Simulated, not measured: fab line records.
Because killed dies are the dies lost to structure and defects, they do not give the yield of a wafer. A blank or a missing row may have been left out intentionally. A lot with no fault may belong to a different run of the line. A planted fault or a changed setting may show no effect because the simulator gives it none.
Matching of chambers | flow n5_finfet | N5_BEOL_M7_CURE_75 on uv_cure-01 has 3 sister chambers
The step cures SiCOH lowk, time 120 s. 3 wafers are shown with their chamber, then 9 later ones without.

## EACH WAFER AND ITS CHAMBER
wafer  | chamber | wafer_temp_C_max
L077.6 | 0       | 372.4
L088.6 | 1       | 371.0
L091.6 | 2       | 371.7

## WAFERS WHOSE CHAMBER IS MISSING
wafer  | wafer_temp_C_max
L092.2 | 372.3
L092.3 | 371.9
L092.5 | 372.6
L093.1 | 371.0
L093.4 | 370.9
L093.6 | 370.8
L096.3 | 371.6
L096.4 | 371.0
L096.5 | 371.3

## CHAMBER TAKEN BY EACH
wafer  | from the rows above     | in truth
L092.2 | 0                       | 0
L092.3 | can't be placed: 2 or 0 | 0
L092.5 | 0                       | 0
L093.1 | 1                       | 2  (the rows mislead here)
L093.4 | 1                       | 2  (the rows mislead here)
L093.6 | 1                       | 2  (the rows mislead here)
L096.3 | 2                       | 2
L096.4 | 1                       | 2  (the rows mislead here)
L096.5 | can't be placed: 1 or 2 | 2
3 of 9 placed correctly. Cannot be placed on the basis of these rows: 2; the candidates contain the true chamber in 2. 4 placed wrongly.
How it was worked out, from the rows above alone: a wafer's distance from a chamber is the root of the sum, over the readings, of the square of ((its reading less the chamber's mean) divided by the reading's scatter). If the next closest chamber is less than 2 further off than the closest, the wafer can't be placed; otherwise it belongs to the closest. For every chamber, the mean is computed from those of its wafers that are shown. The scatter (one wafer shown for each chamber): square how far every hidden wafer sits from the nearest shown wafer, average those squares and take the square root.
